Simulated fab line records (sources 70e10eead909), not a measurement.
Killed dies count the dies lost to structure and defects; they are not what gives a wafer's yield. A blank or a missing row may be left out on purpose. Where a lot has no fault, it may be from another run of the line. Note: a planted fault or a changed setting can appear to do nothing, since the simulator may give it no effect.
Chamber matching -- flow nandHarc -- NHARC_P_BONDPAD_STRIP_15 on rieDiel-01 has 4 sister chambers
The step strips in O2. 16 wafers are shown with their chamber, then 8 later ones without.

## WAFERS PAIRED WITH THEIR CHAMBERS
wafer,chamber,drypumpMotorCurrentA (A),oesProductAu (a.u.),rfVppV (V)
L076.1,1,5.2,0.993,57.0
L076.2,3,5.3,1.005,57.4
L076.4,1,5.2,0.981,56.3
L076.3,0,5.1,0.993,57.1
L076.5,0,5.1,0.994,56.6
L076.6,3,5.4,1.009,56.4
L079.1,3,5.4,1.005,56.8
L079.4,2,5.7,0.994,57.3
L079.6,3,5.4,1.009,56.7
L080.2,3,5.3,1.021,57.8
L080.4,1,5.2,1.001,58.7
L080.6,2,5.7,1.001,57.4
L089.1,1,5.2,0.976,58.7
L089.2,0,5.1,0.998,56.6
L089.3,2,5.7,0.985,57.5
L094.1,2,5.8,0.992,58.4

SIGNATURES, as means of the wafers listed above
reading,chamber 0,chamber 1,chamber 2,chamber 3,scatter within a chamber
drypumpMotorCurrentA,5.100,5.200,5.725,5.360,0.0403
oesProductAu,0.99500,0.98775,0.99300,1.00980,0.00766
rfVppV,56.767,57.675,57.650,57.020,0.746
Rule: a wafer's distance from a chamber is the root of the sum, over the readings, of the square of ((its reading less the chamber's mean) divided by the reading's scatter). The wafer belongs to the nearest chamber; if the next one is less than 2 further off, it can't be placed. The scatter: take each reading less its chamber's mean, square it, sum over the shown wafers, divide by the number of wafers less the number of chambers, and take the root.

## WAFERS WITHOUT THEIR CHAMBER
wafer,drypumpMotorCurrentA (A),oesProductAu (a.u.),rfVppV (V)
L094.2,5.4,1.003,57.0
L094.5,5.7,0.987,58.2
L095.3,5.4,0.983,57.3
L095.4,5.2,0.988,57.6
L095.6,5.1,1.000,57.9
L095.1,5.7,0.977,57.0
L095.2,5.1,0.998,59.2
L095.5,5.4,1.001,56.9

## WHICH CHAMBER EACH ONE RAN IN
wafer,from the rows above,in truth
L094.2,3,3
L094.5,2,2
L095.3,can't be placed: 3 or 1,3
L095.4,1,1
L095.6,can't be placed: 0 or 1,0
L095.1,2,2
L095.2,can't be placed: 0 or 1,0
L095.5,3,3
5 of 8 placed correctly. Cannot be placed on the basis of these rows: 3; the candidates contain the true chamber in 3. Number placed wrongly: 0.
